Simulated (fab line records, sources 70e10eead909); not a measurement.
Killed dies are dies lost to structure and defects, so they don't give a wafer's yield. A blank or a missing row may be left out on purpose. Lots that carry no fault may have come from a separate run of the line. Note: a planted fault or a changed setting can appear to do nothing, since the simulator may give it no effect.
fab line records	flow nand_harc
[record] lots = 12	wafers = 35	last_day = 34
route steps=1302 shown A_SLIT@942 A_WL_FILL@956 END@1302
lots untouched by any fault: they come from a run of this same line in which no faults occurred
start_h: the number of hours between the record's first day and the start of the first shown wafer of the lot	wait_h: time in hours since the lot's previous step	" as in the row above	L1.1+2: a row that stands for several wafers	- either no value or no given start	* or withheld: withheld	< > ~ a bound
route shown NAME@n: NAME is a module with steps in the file, n the number in the route of the first one	usual: mean and standard deviation over wafers with no fault	same: alike in all rows	chamber/n: place in a boat	sites: each site's reading	_std_site: standard deviation of those values	_edge_site: inner sites' mean taken away from outer sites' mean	radius_mm: how far each site lies from the wafer's centre	mask NAME#n: copy n	behind: the tool/chamber that last shaped the wafer	hold: why the lot was held/for how many hours/how that ended	device: transistor that didn't switch, given as n, p or np	end of line: at the end of the route, the tests of the same wafers	a step without rows: its recipe alone	killed: at the first sort, the dies lost to defects and structure; wafer yield is something else	map: the dies of a wafer, with x for killed, . for not killed, _ for no die there
set.NAME: the setting as run; set.NAME@STEP: as run at that earlier step	model.NAME: the simulator's own value behind a step, which no gauge read
the route's steps for a sample of lots (tables are steps, rows are wafers)
services: when a tool's chamber went out of use (start_h, in hours from the record's first day, below 0 if earlier), for how many hours, and the reason
[[steps]]
[step NHARC_A_SLIT_ETCH_29]
[recipe] target_depth_a = 1000	overetch_a = 100	time_s = 55	ion_energy_ev = 100	cf4_flow_sccm = 80	o2_flow_sccm = 20	ar_flow_sccm = 0	rf_w = 300	bias_w = 100	chemistry = CF4/O2
[usual] cf4_flow_sccm = 79.99/0.23	drypump_motor_current_A = 5.6/0.35	oes_product_au = 1.001/0.0086	rf_vpp_V = 197.5/1.5	showerhead_plenum_p_Torr = 1.32/0.059	throttle_valve_pct = 13.397/0.0079
lot.wafer	tool	chamber	start_h	wait_h	cf4_flow_sccm	drypump_motor_current_A	oes_product_au	rf_hours_counter_h	rf_vpp_V	showerhead_plenum_p_Torr	throttle_valve_pct
L600.3	rie_diel-13	3	464.89	0.1	79.76	5.7	1.010	6	198.5	1.33	13.392
L600.2	"	2	"	"	79.45	5.8	0.990	6	198.3	1.35	13.389
L600.6	"	3	"	"	80.18	5.7	1.008	-	197.9	1.33	13.406
L603.3	rie_diel-13	1	483.44	0.1	80.48	5.4	0.999	8	197.2	1.26	13.386
L603.4	"	2	"	"	80.10	5.8	1.003	7	197.2	1.35	13.390
L603.6	"	0	"	"	80.13	5.2	1.005	-	195.8	1.27	13.401
L604.1	rie_diel-05	3	487.23	0.1	80.61	5.0	0.998	3	196.7	1.24	13.411
L604.4	"	0	"	"	79.61	5.5	1.005	5	198.1	1.42	13.396
L604.6	"	0	"	"	80.00	5.5	1.011	-	200.2	1.42	13.396
L602.1	rie_diel-05	2	488.77	0.1	80.04	5.9	1.006	3	195.7	1.25	13.395
L602.4	"	3	"	"	79.84	5.1	1.007	3	194.7	1.24	13.385
L602.3	"	0	"	"	80.54	5.5	1.004	5	199.7	1.42	13.386
L606.4	rie_diel-02	3	505.44	0.1	79.94	6.2	0.994	8	199.7	1.40	13.391
L606.5	"	2	"	"	79.82	5.3	1.010	-	197.4	1.28	13.392
L606.6	"	3	"	"	79.84	6.2	0.994	-	198.5	1.40	13.401
L611.2	rie_diel-13	1	562.15	0.1	79.71	5.4	0.995	3	196.5	1.25	13.398
L611.3	"	2	"	"	79.96	5.8	0.993	4	197.0	1.35	13.397
L614.1	rie_diel-02	2	599.58	0.1	79.74	5.3	0.997	1	196.7	1.28	13.409
L614.4	"	1	"	"	79.65	5.4	1.003	1	197.1	1.34	13.396
L614.5	"	3	"	"	79.82	6.2	1.002	-	199.2	1.40	13.411
L616.1	rie_diel-13	2	620.31	0.1	79.84	5.8	0.986	6	199.0	1.35	13.397
L616.6	"	1	"	"	79.79	5.4	1.003	-	196.7	1.25	13.410
L616.5	"	2	"	"	79.80	5.8	0.986	-	196.5	1.35	13.394
L618.3	rie_diel-05	0	630.49	0.1	79.83	5.5	1.010	2	198.8	1.42	13.399
L618.1	"	2	"	"	79.97	6.0	1.001	2	195.7	1.25	13.386
L618.6	"	1	"	"	79.99	5.9	1.026	-	199.0	1.37	13.383
L619.3	rie_diel-13	3	644.87	0.1	80.38	5.7	0.997	8	196.9	1.33	13.412
L619.6	"	1	"	"	79.63	5.4	0.994	-	195.7	1.25	13.403
L619.5	"	2	"	"	80.11	5.8	0.987	-	197.6	1.35	13.406
L622.3	rie_diel-02	2	671.42	0.1	79.67	5.3	1.017	8	195.9	1.28	13.409
L622.2	"	3	"	"	80.15	6.2	1.012	8	199.3	1.40	13.393
L622.1	"	0	"	"	80.38	5.6	1.003	9	198.5	1.36	13.396
L621.1	rie_diel-02	0	693.98	0.1	80.41	5.5	1.005	10	198.5	1.36	13.399
L621.2	"	3	"	"	79.81	6.2	1.015	9	199.3	1.40	13.408
L621.5	"	0	"	"	80.10	5.5	1.018	-	198.5	1.36	13.400
[step NHARC_A_WL_FILL_CVD_03]
[recipe] target_thk_a = 400	temp_c = 300	pressure_torr = 40	wf6_flow_sccm = 40	h2_flow_sccm = 1600	ar_flow_sccm = 1560	time_s = 279	material = W
[usual] heater_power_w = 483/17	throttle_valve_pct = 7.93/0.19
lot.wafer	tool	chamber	start_h	wait_h	heater_power_w	throttle_valve_pct
L600.2	cvd_w-02	1	473.01	0.1	471	7.99
L600.3	"	0	"	"	491	7.53
L600.6	"	1	"	"	462	7.78
L603.4	cvd_w-02	1	491.84	0.2	465	8.11
L603.3	"	0	"	"	481	7.79
L603.6	"	0	"	"	474	7.61
L604.1	cvd_w-02	0	495.47	0.1	477	7.52
L604.4	"	0	"	"	480	7.60
L604.6	"	0	"	"	491	7.60
L602.1	cvd_w-02	1	497.49	0.1	462	7.85
L602.4	"	1	"	"	456	8.09
L602.3	"	0	"	"	484	8.11
L606.4	cvd_w-01	0	513.74	0.2	492	8.15
L606.5	"	0	"	"	500	8.20
L606.6	"	1	"	"	513	8.00
L611.2	cvd_w-01	0	572.03	0.1	485	7.76
L611.3	"	0	"	"	488	7.76
L614.1	cvd_w-02	0	607.94	0.1	493	7.72
L614.4	"	1	"	"	468	8.05
L614.5	"	0	"	"	493	8.18
L616.1	cvd_w-02	1	628.97	0.1	474	8.22
L616.5	"	1	"	"	459	8.25
L616.6	"	1	"	"	457	8.20
L618.1	cvd_w-01	0	638.23	0.1	487	7.92
L618.3	"	1	"	"	505	8.05
L618.6	"	1	"	"	515	7.81
L619.3	cvd_w-02	0	653.21	0.2	466	7.98
L619.6	"	1	"	"	487	7.78
L619.5	"	0	"	"	464	7.55
L622.2	cvd_w-01	0	679.61	0.1	502	7.90
L622.1	"	1	"	"	519	8.07
L622.3	"	1	"	"	499	8.15
L621.1	cvd_w-01	0	702.65	0.1	499	7.68
L621.2	"	1	"	"	497	8.05
L621.5	"	1	"	"	502	8.29
[step NHARC_A_WL_FILL_ETCHBACK_04]
[recipe] target_depth_a = 600	time_s = 120	chemistry = NF3
[usual] drypump_motor_current_A = 5.7/0.56	oes_product_au = 1.001/0.007	run_length_s = 141.2/0.5
lot.wafer	tool	chamber	start_h	wait_h	drypump_motor_current_A	oes_product_au	rf_hours_counter_h	run_length_s
L600.2	rie_metal-01	1	473.41	0.4	5.4	1.009	1.4	141.0
L600.3	"	0	"	"	4.9	1.009	-	141.6
L600.6	"	1	"	"	5.4	1.003	-	141.1
L603.3	rie_metal-03	1	492.17	0.2	5.9	0.999	-	141.2
L603.4	"	0	"	"	6.5	1.004	-	141.7
L603.6	"	1	"	"	6.0	0.994	-	141.2
L604.1	rie_metal-02	1	495.82	0.3	6.1	1.006	0.5	141.0
L604.4	"	1	"	"	6.1	1.002	-	140.9
L604.6	"	1	"	"	6.1	1.003	-	140.7
L602.1	rie_metal-02	1	497.89	0.4	6.1	0.990	0.7	140.7
L602.4	"	0	"	"	6.0	1.000	-	141.6
L602.3	"	1	"	"	6.1	0.998	-	140.7
L606.4	rie_metal-01	0	514.08	0.3	4.9	1.005	-	141.6
L606.5	"	0	"	"	4.9	1.008	-	141.6
L606.6	"	1	"	"	5.4	1.003	-	140.9
L611.2	rie_metal-01	0	572.40	0.3	4.9	1.002	2.9	141.6
L611.3	"	1	"	"	5.4	1.011	-	115.6
L614.1	rie_metal-01	0	608.26	0.3	4.9	0.995	0.3	116.4
L614.4	"	1	"	"	5.4	1.004	-	140.4
L614.5	"	1	"	"	5.4	1.000	-	140.4
L616.1	rie_metal-02	0	629.65	0.6	6.0	0.993	3.0	141.4
L616.6	"	0	"	"	6.0	0.998	-	141.4
L616.5	"	1	"	"	6.1	1.008	-	140.6
L618.1	rie_metal-03	1	638.55	0.3	6.0	0.994	2.2	141.4
L618.3	"	0	"	"	6.5	0.989	-	141.6
L618.6	"	1	"	"	6.0	0.994	-	141.2
L619.3	rie_metal-02	0	653.53	0.3	6.0	0.985	-	141.3
L619.6	"	1	"	"	6.1	1.002	-	140.8
L619.5	"	0	"	"	6.1	0.997	-	141.8
L622.2	rie_metal-01	1	679.99	0.3	5.4	0.991	1.7	140.9
L622.1	"	0	"	"	4.9	0.999	1.7	141.8
L622.3	"	1	"	"	5.4	0.996	-	140.7
L621.2	rie_metal-01	0	703.02	0.3	4.9	1.007	2.2	141.6
L621.1	"	1	"	"	5.4	1.001	2.2	140.9
L621.5	"	1	"	"	5.4	1.000	-	140.5
[step NHARC_A_WL_FILL_STRIP_29]
[recipe] time_s = 20	o2_flow_sccm = 500	ar_flow_sccm = 0	bias_w = 0	chemistry = O2
[usual] drypump_motor_current_A = 5.6/0.49	oes_product_au = 0.998/0.0084	rf_vpp_V = 57.7/0.86	showerhead_plenum_p_Torr = 3.48/0.13	throttle_valve_pct = 17.038/0.0095
lot.wafer	tool	chamber	start_h	wait_h	drypump_motor_current_A	oes_product_au	rf_hours_counter_h	rf_vpp_V	showerhead_plenum_p_Torr	throttle_valve_pct
L600.3	rie_diel-11	2	484.54	0.1	4.9	1.003	1.5	57.6	3.35	17.037
L600.2	"	0	"	"	6.1	1.002	2.0	57.7	3.39	17.023
L600.6	"	2	"	"	4.9	1.012	-	56.4	3.35	17.032
L603.3	rie_diel-11	3	501.97	0.1	6.2	1.002	2.2	58.0	3.38	17.042
L603.4	"	1	"	"	5.3	0.990	2.4	56.9	3.71	17.035
L603.6	"	2	"	"	4.9	0.996	-	58.1	3.35	17.042
L602.4	rie_diel-11	3	508.81	0.1	6.2	0.994	2.3	56.3	3.38	17.055
L602.1	"	0	"	"	6.1	0.994	2.7	56.0	3.39	17.053
L602.3	"	1	"	"	5.3	0.993	2.6	59.5	3.71	17.038
L604.1	rie_diel-06	1	508.89	0.1	5.5	0.986	0.3	58.3	3.43	17.036
L604.4	"	2	"	"	5.3	0.992	-	56.6	3.48	17.035
L604.6	"	1	"	"	5.4	0.984	-	57.5	3.42	17.040
L606.4	rie_diel-11	0	524.69	0.1	6.1	1.013	3.2	56.9	3.39	17.033
L606.6	"	1	"	"	5.3	0.999	-	58.7	3.71	17.047
L606.5	"	2	"	"	4.9	1.004	-	57.3	3.35	17.048
L611.3	rie_diel-11	2	581.52	0.1	4.9	1.006	5.3	58.7	3.35	17.043
L611.2	"	1	"	"	5.3	0.998	6.0	57.1	3.71	17.041
L614.4	rie_diel-06	2	621.97	0.1	5.3	0.991	3.0	57.0	3.47	17.045
L614.1	"	0	"	"	5.1	1.000	3.0	59.2	3.78	17.026
L614.5	"	2	"	"	5.3	0.991	-	57.9	3.47	17.050
L616.1	rie_diel-11	1	641.27	0.1	5.3	1.009	2.0	58.6	3.71	17.040
L616.5	"	3	"	"	6.2	1.005	-	58.0	3.37	17.035
L616.6	"	0	"	"	6.1	1.012	-	58.0	3.39	17.049
L618.3	rie_diel-11	0	652.34	0.1	6.1	1.016	2.5	57.6	3.39	17.040
L618.1	"	1	"	"	5.3	1.007	2.2	58.4	3.71	17.035
L618.6	"	3	"	"	6.2	1.009	-	56.7	3.37	17.027
L619.3	rie_diel-11	2	663.55	0.1	4.9	1.004	2.8	57.0	3.35	17.048
L619.6	"	0	"	"	6.1	1.011	-	56.9	3.39	17.037
L619.5	"	1	"	"	5.3	1.002	-	58.2	3.71	17.047
L622.3	rie_diel-11	3	692.86	0.1	6.2	1.004	3.9	58.0	3.37	17.037
L622.1	"	1	"	"	5.3	1.008	4.0	59.6	3.71	17.053
L622.2	"	2	"	"	4.9	0.997	3.6	58.4	3.35	17.041
L621.1	rie_diel-06	3	714.64	0.1	6.0	0.999	0.8	56.5	3.44	17.034
L621.2	"	0	"	"	5.1	0.996	0.8	59.1	3.78	17.028
L621.5	"	3	"	"	6.1	1.005	-	57.5	3.44	17.028
[step NHARC_END_SORT_01]
[recipe] temp_c = 25
[usual] killed_at_array = 44/16	killed_at_other = 0.6/1.1	killed_at_periphery = 3.9/2.6	killed_dies = 48/16	killed_open = 3.1/1.9	killed_short = 2.4/1.8
[same] gross_dies = 677
lot.wafer	tool	chamber	start_h	wait_h	killed_at_array	killed_at_other	killed_at_periphery	killed_dies	killed_open	killed_short
L600.2	prober-02	0	566.69	2.8	60	2	3	65	4	1
L600.3	prober-02	0	567.49	3.1	56	0	1	57	3	3
L600.6	prober-02	0	569.90	4.0	46	1	2	49	3	2
L603.3	prober-02	0	585.39	3.1	13	1	2	16	7	0
L603.4	prober-02	0	586.20	3.4	10	0	4	14	2	2
L603.6	prober-02	0	587.81	4.0	16	0	0	16	2	3
L602.1	prober-01	0	593.75	2.5	77	0	3	80	4	3
L602.3	prober-01	0	595.38	3.1	49	1	9	59	7	2
L602.4	prober-01	0	596.20	3.4	78	0	4	82	1	5
L604.1	prober-02	0	593.81	2.5	18	0	0	18	2	0
L604.4	prober-02	0	596.24	3.4	17	0	5	22	2	2
L604.6	prober-02	0	597.87	4.1	18	0	3	21	5	3
L606.4	prober-01	0	612.96	3.4	59	0	0	59	2	0
L606.5	prober-01	0	613.75	3.7	53	1	3	57	3	2
L606.6	prober-01	0	614.54	4.0	58	1	3	62	4	2
L611.2	prober-02	0	668.67	2.8	39	2	3	44	1	2
L611.3	prober-02	0	669.47	3.1	45	0	3	48	4	0
L614.1	prober-02	0	704.12	2.5	60	1	3	64	3	3
L614.4	prober-02	0	706.53	3.4	73	1	4	78	4	1
L614.5	prober-02	0	707.33	3.7	58	0	4	62	2	3
L616.1	prober-01	0	721.70	2.5	66	1	8	75	0	2
L616.5	prober-01	0	724.97	3.8	70	0	10	80	2	4
L616.6	prober-01	0	725.78	4.1	69	0	4	73	5	2
L618.1	prober-01	0	743.75	2.5	42	4	10	56	2	1
L618.3	prober-01	0	745.35	3.1	39	2	11	52	5	3
L618.6	prober-01	0	747.74	4.0	38	6	14	58	4	1
L619.3	prober-01	0	760.94	3.1	40	3	4	47	4	0
L619.5	prober-01	0	762.54	3.7	40	0	3	43	4	4
L619.6	prober-01	0	763.33	4.0	41	0	3	44	0	2
L622.1	prober-02	0	780.09	2.5	35	0	8	43	4	4
L622.2	prober-02	0	780.90	2.8	45	0	3	48	0	1
L622.3	prober-02	0	781.70	3.1	42	0	6	48	0	2
L621.1	prober-01	0	805.07	2.5	36	0	4	40	0	1
L621.2	prober-01	0	805.86	2.8	31	0	2	33	4	5
L621.5	prober-01	0	808.24	3.7	42	1	1	44	5	4
// killed by level:class
L600.2 A_CHANNEL_HOLE_D1:chamber_film_flake=37 A_STAIRCASE:chamber_film_flake=9 A_CHANNEL_HOLE_D2:chamber_film_flake=4 A_DECK1_JOINT:chamber_film_flake=2 A_CHANNEL_FILL_D2:chamber_film_flake=2 A_CONTACT:chamber_film_flake=2 THIN_TSV:chamber_film_flake=2 P_CONTACT:geometric_particle:open=1
L600.3 A_CHANNEL_HOLE_D1:chamber_film_flake=30 A_STAIRCASE:chamber_film_flake=8 A_CHANNEL_HOLE_D2:chamber_film_flake=5 A_CONTACT:chamber_film_flake=3 A_CHANNEL_FILL_D1:geometric_particle:open=2 A_CHANNEL_FILL_D2:chamber_film_flake=2 A_SOURCE_PLATE:geometric_particle:open=1 A_SGD_CUT:geometric_particle:short=1
L600.6 A_CHANNEL_HOLE_D1:chamber_film_flake=33 A_STAIRCASE:chamber_film_flake=5 P_GATE:geometric_particle:open=1 A_DECK1_JOINT:geometric_particle:short=1 A_ONON_D2:geometric_particle:short=1 A_ONON_D2:geometric_particle:open=1 A_WL_FILL:geometric_particle:open=1 P_ZERO_WELL:chamber_film_flake=1
L603.3 A_DECK1_JOINT:geometric_particle:open=2 A_CHANNEL_HOLE_D1:chamber_film_flake=2 A_CHANNEL_HOLE_D2:chamber_film_flake=2 A_CONTACT:chamber_film_flake=2 P_CONTACT:geometric_particle:open=1 A_SOURCE_PLATE:geometric_particle:open=1 A_CHANNEL_HOLE_D2:geometric_particle:open=1 A_CHANNEL_FILL_D2:geometric_particle:open=1
L603.4 A_CHANNEL_HOLE_D2:chamber_film_flake=4 P_STI:geometric_particle:short=1 P_CONTACT:geometric_particle:open=1 A_CHANNEL_FILL_D2:geometric_particle:short=1 A_CONTACT:geometric_particle:open=1 P_GATE:chamber_film_flake=1 P_M2:chamber_film_flake=1 A_CHANNEL_HOLE_D1:chamber_film_flake=1
L603.6 A_CHANNEL_HOLE_D2:chamber_film_flake=5 A_CHANNEL_HOLE_D1:chamber_film_flake=2 A_CHANNEL_FILL_D1:geometric_particle:open=1 A_CHANNEL_FILL_D1:geometric_particle:short=1 A_CHANNEL_HOLE_D2:geometric_particle:short=1 A_BLC:geometric_particle:short=1 A_M0:geometric_particle:open=1 A_CHANNEL_FILL_D1:chamber_film_flake=1
L602.1 A_CHANNEL_HOLE_D1:chamber_film_flake=26 A_CHANNEL_HOLE_D2:chamber_film_flake=25 A_SLIT:chamber_film_flake=14 A_CONTACT:chamber_film_flake=4 A_BLC:geometric_particle:open=2 P_M0:geometric_particle:short=1 A_ONON_D1:geometric_particle:short=1 A_CHANNEL_FILL_D2:geometric_particle:open=1
L604.1 A_CHANNEL_HOLE_D2:chamber_film_flake=6 A_CONTACT:chamber_film_flake=4 A_CHANNEL_HOLE_D1:chamber_film_flake=3 A_STAIRCASE:chamber_film_flake=3 A_BLC:geometric_particle:open=1 A_M1:geometric_particle:open=1
L602.3 A_SLIT:chamber_film_flake=15 A_CHANNEL_HOLE_D2:chamber_film_flake=14 A_CHANNEL_HOLE_D1:chamber_film_flake=9 P_GATE:chamber_film_flake=6 A_CONTACT:geometric_particle:open=2 A_CONTACT:chamber_film_flake=2 P_GATE:geometric_particle:open=1 A_CHANNEL_HOLE_D1:geometric_particle:open=1
L602.4 A_CHANNEL_HOLE_D2:chamber_film_flake=28 A_CHANNEL_HOLE_D1:chamber_film_flake=20 A_SLIT:chamber_film_flake=18 A_CONTACT:chamber_film_flake=4 A_CHANNEL_FILL_D2:geometric_particle:short=2 A_SOURCE_PLATE:geometric_particle:open=1 A_SOURCE_PLATE:geometric_particle:short=1 A_CHANNEL_FILL_D1:geometric_particle:short=1
L604.4 A_CHANNEL_HOLE_D2:chamber_film_flake=9 A_WL_FILL:chamber_film_flake=3 P_GATE:chamber_film_flake=2 A_ZERO_WELL:chamber_film_flake=2 P_CONTACT:geometric_particle:short=1 P_CONTACT:chamber_film_flake=1 P_M1:geometric_particle:open=1 A_ONON_D2:geometric_particle:short=1
L604.6 A_CHANNEL_HOLE_D2:chamber_film_flake=8 A_M0:geometric_particle:open=2 A_CONTACT:chamber_film_flake=2 P_CONTACT:geometric_particle:open=1 P_CONTACT:geometric_particle:short=1 A_SOURCE_PLATE:geometric_particle:open=1 A_ONON_D1:geometric_particle:open=1 A_ONON_D2:geometric_particle:short=1
L606.4 A_CHANNEL_HOLE_D2:chamber_film_flake=39 A_SLIT:chamber_film_flake=14 A_WL_FILL:chamber_film_flake=3 A_M0:geometric_particle:open=1 A_M1:geometric_particle:open=1 A_STAIRCASE:chamber_film_flake=1
L606.5 A_CHANNEL_HOLE_D2:chamber_film_flake=25 A_SLIT:chamber_film_flake=17 A_STAIRCASE:chamber_film_flake=5 A_CONTACT:chamber_film_flake=2 P_CONTACT:geometric_particle:short=1 P_CONTACT:geometric_particle:open=1 A_CHANNEL_HOLE_D1:geometric_particle:open=1 A_BLC:chamber_film_flake=1
L606.6 A_CHANNEL_HOLE_D2:chamber_film_flake=35 A_SLIT:chamber_film_flake=13 A_STAIRCASE:chamber_film_flake=3 P_M0:geometric_particle:open=2 P_M0:geometric_particle:short=1 A_CHANNEL_FILL_D1:geometric_particle:short=1 A_ONON_D2:geometric_particle:open=1 A_CHANNEL_FILL_D2:geometric_particle:open=1
L611.2 A_SLIT:chamber_film_flake=14 A_CHANNEL_HOLE_D2:chamber_film_flake=12 A_STAIRCASE:chamber_film_flake=5 P_ZERO_WELL:chamber_film_flake=2 THIN_TSV:chamber_film_flake=2 P_M0:geometric_particle:open=1 A_SOURCE_PLATE:geometric_particle:short=1 A_M1:geometric_particle:short=1
L611.3 A_SLIT:chamber_film_flake=16 A_CHANNEL_HOLE_D2:chamber_film_flake=8 A_CHANNEL_HOLE_D1:chamber_film_flake=7 A_STAIRCASE:chamber_film_flake=6 P_ZERO_WELL:chamber_film_flake=2 A_CONTACT:chamber_film_flake=2 P_CONTACT:geometric_particle:open=1 A_ONON_D2:geometric_particle:open=1
L614.1 A_CHANNEL_HOLE_D1:chamber_film_flake=31 A_SLIT:chamber_film_flake=12 A_CHANNEL_HOLE_D2:chamber_film_flake=7 A_CONTACT:chamber_film_flake=4 P_GATE:chamber_film_flake=2 A_CHANNEL_HOLE_D1:geometric_particle:open=1 A_CHANNEL_FILL_D1:geometric_particle:short=1 A_ONON_D2:geometric_particle:short=1
L614.4 A_CHANNEL_HOLE_D1:chamber_film_flake=37 A_SLIT:chamber_film_flake=20 A_CHANNEL_HOLE_D2:chamber_film_flake=7 A_CONTACT:chamber_film_flake=3 P_GATE:chamber_film_flake=2 A_WL_FILL:chamber_film_flake=2 P_CONTACT:geometric_particle:open=1 A_DECK1_JOINT:geometric_particle:short=1
L614.5 A_CHANNEL_HOLE_D1:chamber_film_flake=23 A_SLIT:chamber_film_flake=22 A_CHANNEL_HOLE_D2:chamber_film_flake=5 A_CONTACT:chamber_film_flake=4 P_GATE:chamber_film_flake=2 P_CONTACT:geometric_particle:open=1 P_CONTACT:geometric_particle:short=1 A_CHANNEL_HOLE_D2:geometric_particle:short=1
L616.1 A_CHANNEL_HOLE_D1:chamber_film_flake=29 A_STAIRCASE:chamber_film_flake=14 A_SLIT:chamber_film_flake=12 A_CHANNEL_HOLE_D2:chamber_film_flake=9 P_M1:chamber_film_flake=4 P_STI:chamber_film_flake=2 P_CONTACT:chamber_film_flake=2 A_CHANNEL_FILL_D2:geometric_particle:short=1
L616.5 A_CHANNEL_HOLE_D1:chamber_film_flake=31 A_SLIT:chamber_film_flake=13 A_CHANNEL_HOLE_D2:chamber_film_flake=10 A_STAIRCASE:chamber_film_flake=7 P_M1:chamber_film_flake=4 A_CONTACT:chamber_film_flake=3 P_STI:chamber_film_flake=2 P_CONTACT:chamber_film_flake=2
L616.6 A_CHANNEL_HOLE_D1:chamber_film_flake=19 A_SLIT:chamber_film_flake=13 A_CHANNEL_HOLE_D2:chamber_film_flake=11 A_STAIRCASE:chamber_film_flake=10 A_CONTACT:chamber_film_flake=4 P_M1:chamber_film_flake=3 A_M0:chamber_film_flake=3 A_CHANNEL_FILL_D2:chamber_film_flake=2
L618.1 A_CHANNEL_HOLE_D2:chamber_film_flake=14 P_CONTACT:chamber_film_flake=9 A_CONTACT:chamber_film_flake=6 A_CHANNEL_HOLE_D1:chamber_film_flake=5 A_SLIT:chamber_film_flake=5 A_STAIRCASE:chamber_film_flake=4 THIN_TSV:chamber_film_flake=4 A_ZERO_WELL:chamber_film_flake=2
L618.3 A_CHANNEL_HOLE_D2:chamber_film_flake=14 P_CONTACT:chamber_film_flake=6 A_SLIT:chamber_film_flake=5 A_CONTACT:chamber_film_flake=3 A_CHANNEL_HOLE_D1:chamber_film_flake=3 P_ZERO_WELL:chamber_film_flake=2 A_ZERO_WELL:chamber_film_flake=2 A_DECK1_JOINT:chamber_film_flake=2
L618.6 A_CHANNEL_HOLE_D2:chamber_film_flake=15 P_CONTACT:chamber_film_flake=11 THIN_TSV:chamber_film_flake=6 A_CHANNEL_HOLE_D1:chamber_film_flake=5 A_DECK1_JOINT:chamber_film_flake=5 A_STAIRCASE:chamber_film_flake=5 A_CONTACT:chamber_film_flake=3 A_SLIT:chamber_film_flake=2
L619.3 A_CHANNEL_HOLE_D2:chamber_film_flake=15 A_CHANNEL_HOLE_D1:chamber_film_flake=10 A_CONTACT:chamber_film_flake=7 THIN_TSV:chamber_film_flake=3 A_WL_FILL:chamber_film_flake=2 P_STI:geometric_particle:open=1 P_CONTACT:geometric_particle:open=1 A_CHANNEL_FILL_D1:geometric_particle:open=1
L619.5 A_CHANNEL_HOLE_D1:chamber_film_flake=11 A_CHANNEL_HOLE_D2:chamber_film_flake=11 A_SLIT:chamber_film_flake=4 A_CONTACT:chamber_film_flake=4 A_SGD_CUT:geometric_particle:open=2 A_M0:geometric_particle:short=2 P_GATE:chamber_film_flake=2 P_CONTACT:geometric_particle:open=1
L619.6 A_CHANNEL_HOLE_D2:chamber_film_flake=15 A_CONTACT:chamber_film_flake=8 A_CHANNEL_HOLE_D1:chamber_film_flake=7 A_SLIT:chamber_film_flake=5 A_WL_FILL:chamber_film_flake=2 A_DECK1_JOINT:geometric_particle:short=1 A_ONON_D2:geometric_particle:short=1 P_ZERO_WELL:chamber_film_flake=1
L622.1 A_CHANNEL_HOLE_D2:chamber_film_flake=13 A_STAIRCASE:chamber_film_flake=5 A_CONTACT:chamber_film_flake=5 A_SLIT:chamber_film_flake=4 P_GATE:chamber_film_flake=2 P_BONDPAD:chamber_film_flake=2 P_ZERO_WELL:geometric_particle:short=1 P_M0:geometric_particle:short=1
L622.2 A_CHANNEL_HOLE_D2:chamber_film_flake=18 A_SLIT:chamber_film_flake=12 A_CONTACT:chamber_film_flake=10 P_BONDPAD:chamber_film_flake=2 A_ZERO_WELL:chamber_film_flake=2 A_STAIRCASE:chamber_film_flake=2 A_SGD_CUT:geometric_particle:short=1 P_GATE:chamber_film_flake=1
L622.3 A_CHANNEL_HOLE_D2:chamber_film_flake=15 A_CONTACT:chamber_film_flake=10 A_SLIT:chamber_film_flake=8 P_GATE:chamber_film_flake=3 A_CHANNEL_HOLE_D1:chamber_film_flake=3 A_STAIRCASE:chamber_film_flake=3 P_CONTACT:chamber_film_flake=2 A_CHANNEL_FILL_D2:geometric_particle:short=1
L621.1 A_CHANNEL_HOLE_D1:chamber_film_flake=16 A_SLIT:chamber_film_flake=16 P_M2:chamber_film_flake=4 A_CONTACT:chamber_film_flake=3 A_ONON_D1:geometric_particle:short=1
L621.2 A_SLIT:chamber_film_flake=13 A_CHANNEL_HOLE_D1:chamber_film_flake=4 A_CONTACT:chamber_film_flake=3 A_STAIRCASE:chamber_film_flake=2 P_STI:geometric_particle:short=1 A_ONON_D1:geometric_particle:open=1 A_CHANNEL_FILL_D1:geometric_particle:short=1 A_CHANNEL_FILL_D2:geometric_particle:open=1
L621.5 A_SLIT:chamber_film_flake=19 A_CHANNEL_HOLE_D1:chamber_film_flake=11 A_CONTACT:chamber_film_flake=3 A_STAIRCASE:chamber_film_flake=2 P_M2:geometric_particle:short=1 A_ONON_D2:geometric_particle:short=1 A_ONON_D2:geometric_particle:open=1 A_CHANNEL_HOLE_D2:geometric_particle:open=1
[[services]]
tool	chamber	start_h	hours	kind
cvd_w-01	-	444.24	0.8	repair
cvd_w-02	-	450.00	13.0	pm
rie_metal-02	-	454.00	9.0	pm
rie_metal-02	-	508.82	1.8	repair
rie_diel-11	2	511.13	1.7	repair
rie_metal-02	-	513.25	1.8	repair
rie_metal-02	-	517.31	1.0	repair
rie_diel-13	-	519.00	9.0	pm
cvd_w-01	0	528.53	10.4	repair
rie_metal-02	0	536.62	15.4	repair
cvd_w-01	-	547.25	13.0	pm
rie_diel-02	-	570.70	9.0	pm
rie_metal-01	-	575.00	9.0	pm
rie_diel-11	-	609.50	9.0	pm
rie_diel-02	1	626.30	17.0	repair
rie_diel-13	3	629.27	2.4	repair
cvd_w-02	-	631.00	13.0	pm
rie_metal-02	-	631.00	9.0	pm
rie_metal-01	0	642.99	2.5	repair
rie_diel-13	2	657.32	9.6	repair
cvd_w-01	0	663.87	12.2	repair
cvd_w-01	0	688.15	7.4	repair
rie_diel-13	-	696.00	9.0	pm
rie_diel-11	0	698.35	4.5	repair
[[key]]
[first_sign] step = NHARC_A_WL_FILL_ETCHBACK_04	reading = run_length_s	direction = down	sigmas = 51	usual = *	struck = *
effect none on later readings
met_at NHARC_A_WL_FILL_ETCHBACK_04
struck_lots L611,L614
struck_wafers L611.3,L614.1
tester_left_out L611,L614
not_acting_at NHARC_A_SLIT_ETCH_29,NHARC_A_WL_FILL_CVD_03,NHARC_A_WL_FILL_STRIP_29
onset_between 514.08 572.40
[fault] kind = process_parameter_drift	tool = rie_metal-01	chamber = -	onset_h = 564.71	steps = NHARC_A_WL_FILL_ETCHBACK_04	channel = time_s	offset = *	shape = step	end_h = 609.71	scope = struck_wafers_only	acts_in = *	stated = *
// tester_left_out: of these lots the tester's yield and bins aren't shown, on N5 and GAA mostly nor the transistor test; their killed dies are dies lost to structure and defects alone, not to doping, threshold or leakage, so they don't give the yield
